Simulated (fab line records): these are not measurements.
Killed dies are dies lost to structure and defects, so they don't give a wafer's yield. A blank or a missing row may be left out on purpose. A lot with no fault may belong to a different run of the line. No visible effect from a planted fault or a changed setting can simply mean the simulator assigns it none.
fab line records :: flow n5Finfet
record
  lots=4
  wafers=12
  lastDay=15
route steps=1938 shown HKMG_FIN@433 GATE_CUT@465 PASSIVATION@1936
lots that met no fault: from a run of the same line without faults
startH: hours from the record's opening day to when the first of the lot's shown wafers began :: waitH: hours elapsed since this lot's preceding step :: " unchanged from the row above :: L1.1+2: several wafers, shown together as one row :: - no value, or no start given :: * or withheld: withheld :: < > ~ a bound
route shown NAME@n: NAME is a module with steps in the file, n the number in the route of the first one :: usual: average and standard deviation across the fault-free wafers :: same: alike in all rows :: chamber/n: place in a boat :: sites: readings site by site :: _std_site: standard deviation of those values :: _edge_site: outer sites' mean less inner sites' :: radiusMm: how far each site lies from the wafer's centre :: mask NAME#n: copy n :: behind: the most recent tool/chamber to have shaped the wafer :: hold: cause of the lot's hold/its duration in hours/its outcome :: device: whichever transistor did not switch (one of n, p or np) :: end of line: tests of these same wafers at the route's end :: for a step that has no rows: nothing shown but its recipe :: killed: dies lost to structure and defects at the first sort, not the wafer's yield :: map: dies across one wafer; x = killed, . = not, _ = none there
set.NAME: the setting the step ran with; set.NAME@STEP: the setting that earlier step ran with :: model.NAME: the simulator's own value behind a step, which no gauge read
lots at selected steps of the route; one table per step, one row per wafer
services: a tool's chamber out of use, with start hour (startH, from the record's first day; less than 0 if before it), hours out, and reason
## steps
# step N5_HKMG_FIN_DESCUM_17
# recipe
  chemistry=O2
  timeS=7.9
  sourcePowerW=50
  biasPowerW=20
  pressureMtorr=20
  rfFrequencyHz=2.712e+07
  tempC=40
  resist=CAR-ArF
  o2FlowSccm=225
# step N5_HKMG_FIN_ETCH_31
# recipe
  chemistry=CF4
  target=SiARC
  targetDepthA=455
  maskMaterial=CAR-ArF
  timeS=75.8
  ionEnergyEv=80
  pressureMtorr=40
  sourceW=545
  biasW=36
  Ar_flow_sccm=100
  cf4FlowSccm=100
  ends=cleared
# step N5_HKMG_FIN_ETCH_32
# recipe
  chemistry=N2/H2
  target=SOC
  targetDepthA=2400
  tempC=40
  timeS=300
  ionEnergyEv=200
  maskMaterial=SiARC
  pressureMtorr=30
  sourceW=840
  biasW=150
  n2FlowSccm=200
  h2FlowSccm=200
# step N5_HKMG_FIN_STRIP_33
# recipe
  chemistry=N2/H2
  tempC=40
  n2FlowSccm=200
  h2FlowSccm=200
  rfFrequencyHz=6e+07
# step N5_HKMG_FIN_STRIP_34
# recipe
  chemistry=CF4
  resist=SiARC
  powerW=300
  biasPowerW=75
  pressureMtorr=50
  cf4FlowSccm=150
  rfFrequencyHz=6e+07
# step N5_HKMG_FIN_ETCH_35
# recipe
  chemistry=N2/H2
  target=SOC
  targetDepthA=2158
  ionEnergyEv=65
  biasW=5
  sourceW=3000
  timeS=243.4
  pressureMtorr=30
  n2FlowSccm=200
  h2FlowSccm=200
# step N5_HKMG_FIN_STRIP_92
# recipe
  chemistry=N2/H2
  material=SOC
  timeS=20
  powerW=500
  tempC=40
  pressureMtorr=50
  rfFrequencyHz=6e+07
  biasPowerW=8
  h2Frac=0.5
  n2FlowSccm=300
  h2FlowSccm=300
# step N5_HKMG_FIN_WET_ETCH_18
# recipe
  chemistry=SC1
  target=TiN
  mix=1:1:5
  tempC=*
  timeS=55
  targetDepthNm=5.2
  dry=ipaMarangoni
  rinseTimeS=30
  rinseTempC=23
# step N5_HKMG_FIN_STRIP_19
# recipe
  chemistry=N2/H2
  powerW=2500
  tempC=300
  h2Frac=0.65
  timeS=360
  pressureMtorr=withheld
  n2FlowSccm=1750
  h2FlowSccm=3250
# step N5_HKMG_FIN_ALD_91
# recipe
  material=TiN
  targetThkA=10
  tempC=400
  aldPrecursorFamily=TiCl4
  aldCoReactant=NH3
  pulseTimeS=1
  purgeTimeS=3
  coReactantPurgeTimeS=2
  coReactantPulseTimeS=2
  aldCycles=47
  pressureTorr=3
# usual
  chamberPressureTorr=3.001/0.0064
  heaterPowerW=912/67
  precursorPulseHeightRel=1.000/0.02
lot.wafer: L703.3
tool: aldMetal-02
chamber: 1
startH: 85.81
waitH: 0.1
chamberPressureTorr: 2.994
heaterPowerW: 902
precursorPulseHeightRel: 0.990
sinceWetCleanH: 4364

lot.wafer: L703.4
tool: aldMetal-02
chamber: 3
startH: 85.81
waitH: 0.1
chamberPressureTorr: 3.004
heaterPowerW: 983
precursorPulseHeightRel: 1.014
sinceWetCleanH: 4364

lot.wafer: L703.6
tool: aldMetal-02
chamber: 1
startH: 85.81
waitH: 0.1
chamberPressureTorr: 2.993
heaterPowerW: 925
precursorPulseHeightRel: 0.985
sinceWetCleanH: -

lot.wafer: L706.2
tool: aldMetal-01
chamber: 3
startH: 103.45
waitH: 0.3
chamberPressureTorr: 3.001
heaterPowerW: 1001
precursorPulseHeightRel: 1.007
sinceWetCleanH: 2843

lot.wafer: L706.3
tool: aldMetal-01
chamber: 2
startH: 103.45
waitH: 0.3
chamberPressureTorr: 3.004
heaterPowerW: 765
precursorPulseHeightRel: 1.033
sinceWetCleanH: 2843

lot.wafer: L706.6
tool: aldMetal-01
chamber: 2
startH: 103.45
waitH: 0.3
chamberPressureTorr: 3.008
heaterPowerW: 751
precursorPulseHeightRel: 0.949
sinceWetCleanH: -

lot.wafer: L716.1
tool: aldMetal-02
chamber: 0
startH: 157.71
waitH: 0.3
chamberPressureTorr: 2.997
heaterPowerW: 849
precursorPulseHeightRel: 0.972
sinceWetCleanH: 4436

lot.wafer: L716.4
tool: aldMetal-02
chamber: 1
startH: 157.71
waitH: 0.3
chamberPressureTorr: 3.002
heaterPowerW: 935
precursorPulseHeightRel: 1.003
sinceWetCleanH: 4436

lot.wafer: L716.6
tool: aldMetal-02
chamber: 2
startH: 157.71
waitH: 0.3
chamberPressureTorr: 2.998
heaterPowerW: 927
precursorPulseHeightRel: 1.004
sinceWetCleanH: -

lot.wafer: L717.3
tool: aldMetal-02
chamber: 2
startH: 169.08
waitH: 0.1
chamberPressureTorr: 2.994
heaterPowerW: 921
precursorPulseHeightRel: 0.993
sinceWetCleanH: 4447

lot.wafer: L717.5
tool: aldMetal-02
chamber: 2
startH: 169.08
waitH: 0.1
chamberPressureTorr: 3.011
heaterPowerW: 947
precursorPulseHeightRel: 0.999
sinceWetCleanH: -

lot.wafer: L717.6
tool: aldMetal-02
chamber: 3
startH: 169.08
waitH: 0.1
chamberPressureTorr: 2.991
heaterPowerW: 973
precursorPulseHeightRel: 1.018
sinceWetCleanH: -
# step N5_HKMG_FIN_COAT_85
# recipe
  resist=SOC
  tempC=250
  timeS=60
  spinRpm=1500
  resistThkNm=300
# step N5_HKMG_FIN_ETCH_86
# recipe
  chemistry=N2/H2
  target=SOC
  targetDepthA=3932
  stopOn=TiN
  ionEnergyEv=100
  biasW=61
  pressureMtorr=30
  sourceW=850
  n2FlowSccm=200
  h2FlowSccm=200
# step N5_HKMG_FIN_STRIP_89
# recipe
  chemistry=N2/H2
  material=SOC
  timeS=20
  powerW=500
  tempC=40
  pressureMtorr=50
  rfFrequencyHz=6e+07
  biasPowerW=8
  h2Frac=0.5
  n2FlowSccm=300
  h2FlowSccm=300
# step N5_HKMG_FIN_WET_ETCH_87
# recipe
  chemistry=SC1
  target=TiN
  mix=1:2:40
  tempC=50
  timeS=154.2
  targetDepthNm=4.7
  dry=ipaMarangoni
  rinseTimeS=30
  rinseTempC=23
# step N5_HKMG_FIN_STRIP_88
# recipe
  chemistry=N2/H2
  powerW=2500
  tempC=300
  h2Frac=0.65
  timeS=360
  pressureMtorr=withheld
  n2FlowSccm=1750
  h2FlowSccm=3250
# step N5_HKMG_FIN_NWFM_ALD_20
# recipe
  material=TiAlC
  targetThkA=20
  tempC=300
  aldPrecursorFamily=TiCl4
  aldCoReactant=TEA
  pulseTimeS=3
  purgeTimeS=2
  coReactantPurgeTimeS=2
  coReactantPulseTimeS=10
  aldCycles=7
  pressureTorr=3
# step N5_HKMG_FIN_ALD_71
# recipe
  material=TiN
  targetThkA=10
  tempC=400
  aldPrecursorFamily=TiCl4
  aldCoReactant=NH3
  pulseTimeS=1
  purgeTimeS=3
  coReactantPurgeTimeS=2
  coReactantPulseTimeS=2
  aldCycles=47
  pressureTorr=3
# step N5_HKMG_FIN_COAT_66
# recipe
  resist=SOC
  tempC=250
  timeS=60
  spinRpm=1500
  resistThkNm=300
# step N5_HKMG_FIN_ETCH_67
# recipe
  chemistry=N2/H2
  target=SOC
  targetDepthA=3889
  stopOn=TiN
  ionEnergyEv=100
  biasW=61
  pressureMtorr=30
  sourceW=850
  n2FlowSccm=200
  h2FlowSccm=200
# step N5_HKMG_FIN_STRIP_90
# recipe
  chemistry=N2/H2
  material=SOC
  timeS=20
  powerW=500
  tempC=40
  pressureMtorr=50
  rfFrequencyHz=6e+07
  biasPowerW=8
  h2Frac=0.5
  n2FlowSccm=300
  h2FlowSccm=300
# step N5_HKMG_FIN_WET_ETCH_73
# recipe
  chemistry=SC1
  mix=1:2:40
  tempC=50
  timeS=42.3
  targetDepthNm=1.3
  dry=ipaMarangoni
  rinseTimeS=30
  rinseTempC=23
# step N5_HKMG_FIN_ETCHBACK_68
# recipe
  chemistry=Cl2/Ar
  stopOn=HfO2
  targetDepthA=5
  pressureMtorr=10
  icpW=600
  biasW=60
  Cl2_flow_sccm=40
  Ar_flow_sccm=60
# step N5_HKMG_FIN_STRIP_69
# recipe
  chemistry=N2/H2
  powerW=2500
  tempC=300
  h2Frac=0.65
  timeS=360
  pressureMtorr=withheld
  n2FlowSccm=1750
  h2FlowSccm=3250
# step N5_HKMG_FIN_ALD_21
# recipe
  material=TiN
  targetThkA=15
  tempC=400
  aldPrecursorFamily=TiCl4
  aldCoReactant=NH3
  pulseTimeS=1
  purgeTimeS=3
  coReactantPurgeTimeS=2
  coReactantPulseTimeS=2
  aldCycles=68
  pressureTorr=3
# step N5_HKMG_FIN_ALD_72
# recipe
  material=W
  targetThkA=20
  tempC=300
  pressureTorr=7.5
  aldPrecursorFamily=WF6
  aldCoReactant=B2H6
  pulseTimeS=1
  purgeTimeS=2
  coReactantPurgeTimeS=2
  coReactantPulseTimeS=3
  aldCycles=7
# step N5_HKMG_FIN_W_FILL_22
# recipe
  material=W
  targetThkA=600
  tempC=400
  pressureTorr=39.4
  timeS=18.2
# step N5_HKMG_FIN_PRECLEAN_83
# recipe
  chemistry=DIW
  timeS=57.5
  tempC=23
# step N5_HKMG_FIN_SRD_84
# recipe
  dryTimeS=32
  dry=n2Spin
  spinRpm=1500
# step N5_HKMG_FIN_CMP_23
# recipe
  stopOn=SiNx
  tOverpolishS=10
  postCmpClean=rinseOnly
  downForcePsi=4
  platenRpm=50.289
  padVelocityMS=1.0006
  targetThkNm=46.326
# step N5_HKMG_FIN_CMP_94
# recipe
  stopOn=SiNx
  postCmpClean=wDiluteNh4oh
  tOverpolishS=4.7
  downForcePsi=4
  platenRpm=50.289
  padVelocityMS=1.0006
  targetThkNm=43.299
# step N5_GATE_CUT_ETCHBACK_00
# recipe
  chemistry=SF6/Cl2
  target=W
  pressureMtorr=8
  icpW=900
  biasW=80
  SF6_flow_sccm=40
  Cl2_flow_sccm=60
# step N5_GATE_CUT_ETCH_56
# recipe
  chemistry=Cl2/Ar
  target=TiN
  targetDepthA=216
  pressureMtorr=10
  icpW=600
  biasW=60
  Cl2_flow_sccm=40
  Ar_flow_sccm=60
# step N5_GATE_CUT_ETCHBACK_30
# recipe
  chemistry=Cl2/Ar
  target=TiN
  targetDepthA=30
  mode=isotropic
  pressureMtorr=10
  icpW=600
  biasW=60
  Cl2_flow_sccm=40
  Ar_flow_sccm=60
# step N5_GATE_CUT_VAPOR_ETCH_60
# recipe
  chemistry=BCl3/Cl2
  target=HfO2
  mode=isotropic
# step N5_GATE_CUT_ETCH_58
# recipe
  chemistry=CH3F/O2
  target=SiNx
  targetDepthA=170
  timeS=128.6
  ionEnergyEv=50
  pressureMtorr=30
  sourceW=415
  biasW=21
  Ar_flow_sccm=150
  CH3F_flow_sccm=30
  O2_flow_sccm=20
# step N5_GATE_CUT_STRIP_59
# recipe
  chemistry=N2/H2
  timeS=20
  powerW=100
  tempC=40
  pressureMtorr=100
  rfFrequencyHz=6e+07
  biasPowerW=3
  n2FlowSccm=300
  h2FlowSccm=300
# step N5_GATE_CUT_PRECLEAN_31
# recipe
  tempC=23
  chemistry=DIW
  timeS=300
# step N5_PASSIVATION_PROBE_49
# usual
  defectLimitedYield=91.2/1.4
  killed_at_M0_to_M3=34/9.4
  killed_at_M4_up=13/5.8
  killedAtContacts=13/6.4
  killedAtFrontEnd=41/11
  killedAtOther=3.1/2.3
  killedDies=103/16
  killedOnRim=13/3.4
  killedOpen=69/12
  killedShort=33/7.8
  sort_bin_5_function=5.1/0.91
  sort_bin_6_memory=3.3/0.63
  sortNPass=1077/16
  sortYieldPct=91.2/1.4
# same
  grossDies=1180
  killedAtBackSide=0
  sort_bin_4_leakage[%]=0
  sort_bin_8_speed[%]=0
lot.wafer: L706.2
tool: prober-02
chamber: -
startH: 295.19
waitH: 0.1
defectLimitedYield[%]: 92.2
killed_at_M0_to_M3: 28
killed_at_M4_up: 9
killedAtContacts: 16
killedAtFrontEnd: 33
killedAtOther: 6
killedDies: 92
killedOnRim: 15
killedOpen: 62
killedShort: 30
sort_bin_5_function[%]: 5.1
sort_bin_6_memory[%]: 2.6
sortNPass: 1088
sortYieldPct[%]: 92.2

lot.wafer: L706.3
tool: prober-02
chamber: -
startH: 295.24
waitH: 0.1
defectLimitedYield[%]: 91.0
killed_at_M0_to_M3: 36
killed_at_M4_up: 12
killedAtContacts: 6
killedAtFrontEnd: 49
killedAtOther: 3
killedDies: 106
killedOnRim: 11
killedOpen: 54
killedShort: 50
sort_bin_5_function[%]: 5.8
sort_bin_6_memory[%]: 2.7
sortNPass: 1074
sortYieldPct[%]: 91.0

lot.wafer: L706.6
tool: prober-02
chamber: -
startH: 295.39
waitH: 0.3
defectLimitedYield[%]: 92.4
killed_at_M0_to_M3: 39
killed_at_M4_up: 8
killedAtContacts: 0
killedAtFrontEnd: 36
killedAtOther: 7
killedDies: 90
killedOnRim: 12
killedOpen: 54
killedShort: 33
sort_bin_5_function[%]: 4.2
sort_bin_6_memory[%]: 3.3
sortNPass: 1090
sortYieldPct[%]: 92.4

lot.wafer: L716.6
tool: prober-01
chamber: -
startH: 355.55
waitH: 0.3
defectLimitedYield[%]: 85.6
killed_at_M0_to_M3: 29
killed_at_M4_up: 12
killedAtContacts: 11
killedAtFrontEnd: 114
killedAtOther: 4
killedDies: 170
killedOnRim: 27
killedOpen: 62
killedShort: 35
sort_bin_5_function[%]: 8.1
sort_bin_6_memory[%]: 4.0
sortNPass: 1010
sortYieldPct[%]: 85.6

lot.wafer: L717.3
tool: prober-02
chamber: -
startH: 361.70
waitH: 0.1
defectLimitedYield[%]: 86.7
killed_at_M0_to_M3: 35
killed_at_M4_up: 10
killedAtContacts: 8
killedAtFrontEnd: 101
killedAtOther: 3
killedDies: 157
killedOnRim: 27
killedOpen: 61
killedShort: 24
sort_bin_5_function[%]: 7.0
sort_bin_6_memory[%]: 4.1
sortNPass: 1023
sortYieldPct[%]: 86.7

lot.wafer: L717.5
tool: prober-02
chamber: -
startH: 361.80
waitH: 0.2
defectLimitedYield[%]: 86.9
killed_at_M0_to_M3: 41
killed_at_M4_up: 13
killedAtContacts: 6
killedAtFrontEnd: 94
killedAtOther: 1
killedDies: 155
killedOnRim: 30
killedOpen: 69
killedShort: 18
sort_bin_5_function[%]: 8.5
sort_bin_6_memory[%]: 2.9
sortNPass: 1025
sortYieldPct[%]: 86.9
# killed by level:class
L706.2 MOL_CONTACT_COAG:geometricParticle:open=13 BEOL_M2:geometricParticle:open=12 FIN_SAQP:geometricParticle:open=7 DUMMY_GATE:geometricParticle:open=5 BEOL_M0_SAQP:geometricParticle:open=5 BEOL_M2:geometricParticle:short=5 GATE_CUT:geometricParticle:short=4 STI_FIN_REVEAL:geometricParticle:open=3
L706.3 BEOL_M0_SAQP:geometricParticle:short=12 GATE_CUT:geometricParticle:short=11 STI_FIN_REVEAL:geometricParticle:open=10 BEOL_M0_SAQP:geometricParticle:open=7 FIN_SAQP:geometricParticle:short=6 BEOL_M2:geometricParticle:short=6 FIN_SAQP:geometricParticle:open=5 MOL_CONTACT_COAG:geometricParticle:open=5
L706.6 DUMMY_GATE:geometricParticle:open=8 BEOL_M0_SAQP:geometricParticle:open=8 BEOL_M0:geometricParticle:open=8 BEOL_M3:geometricParticle:open=7 GATE_CUT:geometricParticle:short=6 BEOL_M0_SAQP:geometricParticle:short=5 BEOL_M2:geometricParticle:open=4 STARTING-WAFER:geometricParticle:open=3
L716.6 HKMG_FIN:unspecified=71 FIN_SAQP:geometricParticle:open=9 MOL_CONTACT_COAG:geometricParticle:open=8 BEOL_M0_SAQP:geometricParticle:open=8 FIN_SAQP:geometricParticle:short=6 BEOL_M0_SAQP:geometricParticle:short=6 STI_FIN_REVEAL:geometricParticle:open=5 BEOL_M4:geometricParticle:open=5
L717.3 HKMG_FIN:unspecified=70 BEOL_M0_SAQP:geometricParticle:open=8 BEOL_M2:geometricParticle:open=8 ILD0:geometricParticle:short=7 ILD0:geometricParticle:open=7 MOL_CONTACT_COAG:geometricParticle:open=7 BEOL_M1:geometricParticle:open=6 BEOL_M0_SAQP:geometricParticle:short=5
L717.5 HKMG_FIN:unspecified=68 BEOL_M2:geometricParticle:open=12 STI_FIN_REVEAL:geometricParticle:open=11 BEOL_M1:geometricParticle:open=10 BEOL_M3:geometricParticle:open=8 MOL_CONTACT_COAG:geometricParticle:open=5 BEOL_M0_SAQP:geometricParticle:open=5 BEOL_M4:geometricParticle:open=4
# map L716.6 (x killed, . not)
_________________.x..x.......________________
______________x.......x...x....._____________
___________.................xx.....__________
__________......x....x..x..........._________
________..x.....x.........xxx........._______
_______.................x........x.....______
______......x.x.........x..............._____
_____..xx...x.................x..........____
____..x...........x...........x...........___
___......x.................x...............__
___................x...x.x....x............__
__.................x.x................x....x_
__...........x.............................._
_....x...x.............................x.....
_...........x.......x........................
_..........xx...................x.......x....
_..........x..x.x.............x..............
_..x.xx.x....................................
_x.....................xx...x...x........x..x
_...x.........x.....x.........x.....x........
_............x....x...........xx.x...xx......
__..x......................................._
__.......x.................................._
___........x.................x.x.......x...__
___......x...................x.............__
____........x...............xx............___
_____..x...x.x.................x.........____
______.........xxx..xx......x..........._____
_______...xxx.xxx.xxxx.............x...______
________..xxxxxxxxxxxxx..x.x..x....x.._______
__________.xxxxxxxxxxxxx..x........._________
___________xxxxxxxxxxxxx...........__________
______________xxxxxxxxxxx......._____________
_________________xxxxxxx.x..x________________
# map L717.3 (x killed, . not)
_________________x...........________________
______________.................._____________
___________........xx.x..........x.__________
__________....x....................._________
________........xx......x............._______
_______....x..........x.........x......______
______............xx....x..............._____
_____...........x.....x..............x...____
____......x...................xx...x....x.___
___.............x.....................x....__
___................x.......................__
__..x........x...x.........................x_
__xx........................................_
_...................x........................
_.x.x.........x.x.................x..........
_........................x.........x.........
_............x........................x..x...
_.......................x........x..x...x....
_..........x..xx..x.....x.......x...x...x....
_...x............x........................x..
_............................................
__.........................................._
__..........x.x....x..........x..x.x.....xx._
___....................................x...__
___........................................__
____.x......x.....x.......................___
_____.......x.x...x..x.x.......x.........____
______......x..xxx.x......x.....xx......_____
_______......xx.xxxxx.x........x......x______
________.x.xxxxxxxxxxxx......x...x...._______
__________.xxxxxxxxxxxxx..x........._________
___________xxxxxxxxxxxxx...x.......__________
______________xxxxxxxxxxx......._____________
_________________xxxxxxxxx...________________
## services
tool: aldMetal-02
chamber: -
startH: 71.30
hours: 3.2
kind: repair

tool: aldMetal-01
chamber: -
startH: 75.50
hours: 1.8
kind: repair

tool: aldMetal-01
chamber: 0
startH: 95.04
hours: 5.9
kind: repair

tool: aldMetal-01
chamber: 1
startH: 95.83
hours: 26.9
kind: repair

tool: aldMetal-01
chamber: -
startH: 123.29
hours: 0.6
kind: repair
## key
firstSign
  step=N5_PASSIVATION_PROBE_49
  reading=killedAtFrontEnd
  direction=up
  sigmas=5.5
  usual=41
  struck=103
effect
  step=N5_PASSIVATION_PROBE_49
  reading=killedDies
  direction=up
  sigmas=3.5
  usual=103
  struck=161
moreKillsBornAt
  N5_HKMG_FIN_ALD_91@aldMetal-02=209
metAt N5_HKMG_FIN_ALD_91
struckWafers L716.6,L717.3,L717.5
fault
  kind=chamberParticleSource
  tool=aldMetal-02
  chamber=2
  onsetH=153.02
  steps=N5_HKMG_FIN_ALD_91
  ratePerVisitCm2=1.0696
  endH=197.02
